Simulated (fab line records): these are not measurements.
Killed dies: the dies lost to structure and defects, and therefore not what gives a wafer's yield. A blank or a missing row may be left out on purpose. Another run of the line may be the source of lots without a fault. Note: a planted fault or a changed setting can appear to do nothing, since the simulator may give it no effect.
Which tool is to blame?    flow nand-harc    36 wafers from 12 lots sampled at 5 of the route's 1159 steps

WHAT THE GAUGES READ, wafer by wafer
NHARC_END_SORT_01. Usual: defect-limited-yield 95.3 %, standard deviation 1.7; killed-at-array 28, standard deviation 11; killed-at-other 0.7, standard deviation 1.1; killed-at-periphery 2.9, standard deviation 2; killed-dies 32, standard deviation 11; killed-open 3.2, standard deviation 1.8; killed-short 2.0, standard deviation 1.4; sort_bin_2_pct 1.5 %, standard deviation 0.67; sort_bin_3_pct 0.28 %, standard deviation 0.24; sort_bin_4_pct 2.9 %, standard deviation 1.1; sort-n-pass 645, standard deviation 11; sort-rim-yield-pct 95.7 %, standard deviation 2.6; sort-yield-pct 95.3 %, standard deviation 1.7.
lot   measured      on         defect-limited-yield (%)  killed-at-array  killed-at-other  killed-at-periphery  killed-dies  killed-open  killed-short  sort_bin_2_pct (%)  sort_bin_3_pct (%)  sort_bin_4_pct (%)  sort-n-pass  sort-rim-yield-pct (%)  sort-yield-pct (%)  flag
L525  day 19 19:04  prober-02  94.5 95.4 94.8            32 27 34         1 2 1            4 2 0                37 31 35     5 2 5        3 0 1         1.3 1.2 2.1         0.30 0.30 0         3.8 3.1 3.1         640 646 642  94.3 95.3 98.1          94.5 95.4 94.8      
L527  day 20 02:53  prober-02  97.2 94.4 96.5            15 33 23         0 0 0            4 5 1                19 38 24     1 5 3        2 1 2         1.0 1.8 1.2         0 0.44 0.15         1.8 3.4 2.2         658 639 653  92.5 96.2 96.2          97.2 94.4 96.5      
L528  day 20 11:31  prober-02  95.7 96.2 95.0            26 25 31         0 0 0            3 1 3                29 26 34     3 2 5        0 2 3         1.5 1.0 1.8         0 0.15 0.15         2.8 2.7 3.1         648 651 643  98.1 98.1 95.3          95.7 96.2 95.0      
L535  day 22 04:53  prober-01  94.8 95.0 94.8            31 28 30         2 1 1            2 5 4                35 34 35     3 6 4        6 5 4         1.6 2.1 1.8         0.59 0.30 0.30      3.0 2.7 3.1         642 643 642  92.5 93.4 90.6          94.8 95.0 94.8      
L534  day 22 06:47  prober-02  98.1 88.6 98.2            10 76 11         0 0 0            3 1 1                13 77 12     2 3 2        1 2 1         0.3 4.6 0.7         0 4.14 0            1.6 2.7 1.0         664 600 665  100.0 84.0 96.2         98.1 88.6 98.2      OFF
L537  day 22 14:40  prober-01  94.2 93.4 94.5            35 43 34         0 0 0            4 2 3                39 45 37     2 1 4        2 3 0         1.9 1.6 1.8         0.44 0.44 0         3.4 4.6 3.7         638 632 640  94.3 96.2 99.1          94.2 93.4 94.5      
L533  day 22 13:45  prober-02  85.4 95.7 93.5            93 24 36         2 2 4            4 3 4                99 29 44     3 3 3        2 1 1         4.9 1.8 2.8         4.73 0 0.15         5.0 2.5 3.5         578 648 633  78.3 95.3 87.7          85.4 95.7 93.5      OFF

WHAT TOOL EACH LOT RAN ON (gives the tool, then ch and the chambers of the sampled wafers, and finally the start)
lot   NHARC_A_BONDPAD_DEP_00           NHARC_THIN_TSV_ETCH_15            NHARC_THIN_TSV_STRIP_45               NHARC_THIN_TSV_ETCH_59
L524  pecvd-01 ch 0,1,2, day 17 23:52  rie-si-03 ch 0,2,3, day 18 21:24  plasma-asher-02 ch 0,1, day 18 21:37  rie-metal-03 ch 0,1, day 19 02:42
L525  pecvd-03 ch 0,2, day 18 03:13    rie-si-05 ch 0,3, day 18 23:52    plasma-asher-02 ch 0,1, day 19 00:05  rie-metal-03 ch 0,1, day 19 05:22
L527  pecvd-01 ch 0,1,2, day 18 09:01  rie-si-06 ch 2,3, day 19 05:46    plasma-asher-01 ch 0,1, day 19 06:02  rie-metal-01 ch 0, day 19 11:14
L526  pecvd-02 ch 0,2, day 18 20:39    rie-si-06 ch 0,1,3, day 19 17:31  plasma-asher-02 ch 0,1, day 19 17:47  rie-metal-02 ch 0,1, day 20 00:53
L528  pecvd-02 ch 0,1, day 19 01:28    rie-si-03 ch 0,1,3, day 19 18:38  plasma-asher-02 ch 0,1, day 19 18:52  rie-metal-02 ch 0,1, day 20 02:17
L529  pecvd-01 ch 0,1,2, day 19 12:05  rie-si-03 ch 0,1,2, day 20 05:20  plasma-asher-02 ch 0,1, day 20 05:33  rie-metal-03 ch 1, day 20 10:37
L532  pecvd-01 ch 0,2, day 20 07:14    rie-si-03 ch 2,3, day 21 00:48    plasma-asher-02 ch 0,1, day 21 01:02  rie-metal-01 ch 0,1, day 21 06:14
L535  pecvd-01 ch 0,1, day 20 12:40    rie-si-03 ch 0,3, day 21 09:32    plasma-asher-01 ch 0,1, day 21 09:49  rie-metal-03 ch 0,1, day 21 15:17
L534  pecvd-01 ch 0,2, day 20 15:06    rie-si-06 ch 0,2,3, day 21 10:46  plasma-asher-01 ch 1, day 21 10:57    rie-metal-02 ch 0,1, day 21 16:13
L537  pecvd-02 ch 0,2, day 21 02:16    rie-si-03 ch 2,3, day 21 23:02    plasma-asher-02 ch 0,1, day 21 23:21  rie-metal-02 ch 0,1, day 22 04:46
L533  pecvd-01 ch 0,1,2, day 21 02:23  rie-si-05 ch 1,2,3, day 22 00:07  plasma-asher-01 ch 0,1, day 22 00:20  rie-metal-03 ch 0,1, day 22 05:30
L544  pecvd-01 ch 0,2, day 24 11:13    rie-si-05 ch 0,1,2, day 25 04:27  plasma-asher-02 ch 1, day 25 04:40    rie-metal-02 ch 0,1, day 25 09:53
- NHARC_A_BONDPAD_DEP_00: deposits SiCN, target thk 250 nm.
- NHARC_THIN_TSV_ETCH_15: target depth 3000 nm, bosch target overetch cycles 2, bosch etch step 2.8 s.
- NHARC_THIN_TSV_STRIP_45: strips in O2.
- NHARC_THIN_TSV_ETCH_59: etches the open film in Cl2/BCl3, target depth 880 nm, time 138.1 s.

AS READ BY THE TOOLS THEMSELVES (means over the sampled wafers that have a number; for cases with no such wafer, the mark the record gives instead)
NHARC_A_BONDPAD_DEP_00. Usual: heater-power-w 628 W, standard deviation 85; showerhead-vpp-V 1311 V, standard deviation 52; susceptor-temp-C 370.00 C, standard deviation 0.21.
lot   tool      heater-power-w (W)  showerhead-vpp-V (V)  susceptor-temp-C (C)  flag
L524  pecvd-01  674                 1334                  369.89                
L525  pecvd-03  549                 1306                  370.00                
L527  pecvd-01  647                 1326                  369.92                
L526  pecvd-02  736                 1302                  370.02                
L528  pecvd-02  564                 1219                  369.83                
L529  pecvd-01  637                 1328                  370.23                
L532  pecvd-01  622                 1347                  369.73                
L535  pecvd-01  716                 1304                  369.98                
L534  pecvd-01  626                 1350                  369.94                
L537  pecvd-02  755                 1283                  370.21                
L533  pecvd-01  568                 1332                  370.03                
L544  pecvd-01  603                 1332                  370.24                

NHARC_THIN_TSV_ETCH_15. Usual: 5.9 A for drypump-motor-current-A, sd 0.56.
lot   tool       drypump-motor-current-A (A)  flag
L524  rie-si-03  6.0                          
L525  rie-si-05  5.1                          
L527  rie-si-06  5.7                          
L526  rie-si-06  6.2                          
L528  rie-si-03  5.9                          
L529  rie-si-03  6.4                          
L532  rie-si-03  6.2                          
L535  rie-si-03  5.9                          
L534  rie-si-06  6.1                          
L537  rie-si-03  6.2                          
L533  rie-si-05  5.3                          
L544  rie-si-05  5.4                          

NHARC_THIN_TSV_STRIP_45. Usual: drypump-motor-current-A 5.77 A, standard deviation 0.043; heater-power-w 339 W, standard deviation 25.
lot   tool             drypump-motor-current-A (A)  heater-power-w (W)  flag
L524  plasma-asher-02  5.77                         343                 
L525  plasma-asher-02  5.76                         342                 
L527  plasma-asher-01  5.75                         337                 
L526  plasma-asher-02  5.78                         342                 
L528  plasma-asher-02  5.77                         321                 
L529  plasma-asher-02  5.77                         336                 
L532  plasma-asher-02  5.75                         339                 
L535  plasma-asher-01  5.75                         357                 
L534  plasma-asher-01  5.76                         328                 
L537  plasma-asher-02  5.79                         324                 
L533  plasma-asher-01  5.76                         339                 
L544  plasma-asher-02  5.75                         352                 

NHARC_THIN_TSV_ETCH_59. Usual: bcl3-flow-sccm 30.01 sccm, standard deviation 0.086; bias-w 99.98 W, standard deviation 0.27; drypump-motor-current-A 6.1 A, standard deviation 0.31; oes-product-au 0.999 a.u., standard deviation 0.0094; throttle-valve-pct 22.263 %, standard deviation 0.0099.
lot   tool          bcl3-flow-sccm (sccm)  bias-w (W)  drypump-motor-current-A (A)  oes-product-au (a.u.)  throttle-valve-pct (%)  flag
L524  rie-metal-03  30.08                  100.05      5.9                          1.001                  22.261                  
L525  rie-metal-03  30.08                  100.11      5.8                          1.005                  22.264                  
L527  rie-metal-01  29.98                  100.06      6.6                          1.006                  22.273                  
L526  rie-metal-02  29.95                  100.02      6.2                          1.010                  22.259                  
L528  rie-metal-02  29.95                  99.85       6.2                          1.000                  22.257                  
L529  rie-metal-03  30.03                  100.12      5.9                          0.993                  22.263                  
L532  rie-metal-01  30.03                  100.00      6.5                          1.000                  22.260                  
L535  rie-metal-03  29.96                  100.08      5.9                          0.978                  22.260                  
L534  rie-metal-02  30.04                  100.18      6.0                          1.004                  22.262                  
L537  rie-metal-02  30.08                  100.03      6.2                          1.006                  22.274                  
L533  rie-metal-03  30.04                  100.06      5.9                          0.993                  22.266                  
L544  rie-metal-02  30.00                  99.96       6.0                          0.997                  22.256                  

THE ANSWER, worked out from the rows above alone
Rule: a lot is off if the mean of its wafers that have a number lies more than 3 standard deviations from the usual mean. Also off: a lot with no number at a reading for which 4 or more lots have one. All remaining lots with rows at the step are treated as sound. After the gauges, taken in route order, come the tools' own readings; for these a lot's mean is taken, as printed above. At the first step where some lot is off, the reading lying furthest off is the one used; lots without a number count as furthest.
Off: L534, L533, at NHARC_END_SORT_01 (sort_bin_3_pct). Neither off nor sound, because the step has no rows for them: L524, L526, L529, L532, L544.
A tool fits if, at a process step before that reading, it ran every lot that is off, and no sound lot after the first of them. Those tools and the gauges at NHARC_END_SORT_01 are tried in the same way. Can't be told from this: 3 tools fit, pecvd-01 at NHARC_A_BONDPAD_DEP_00, plasma-asher-01 at NHARC_THIN_TSV_STRIP_45, prober-02 at NHARC_END_SORT_01.

WHAT THE SIMULATOR PUT IN
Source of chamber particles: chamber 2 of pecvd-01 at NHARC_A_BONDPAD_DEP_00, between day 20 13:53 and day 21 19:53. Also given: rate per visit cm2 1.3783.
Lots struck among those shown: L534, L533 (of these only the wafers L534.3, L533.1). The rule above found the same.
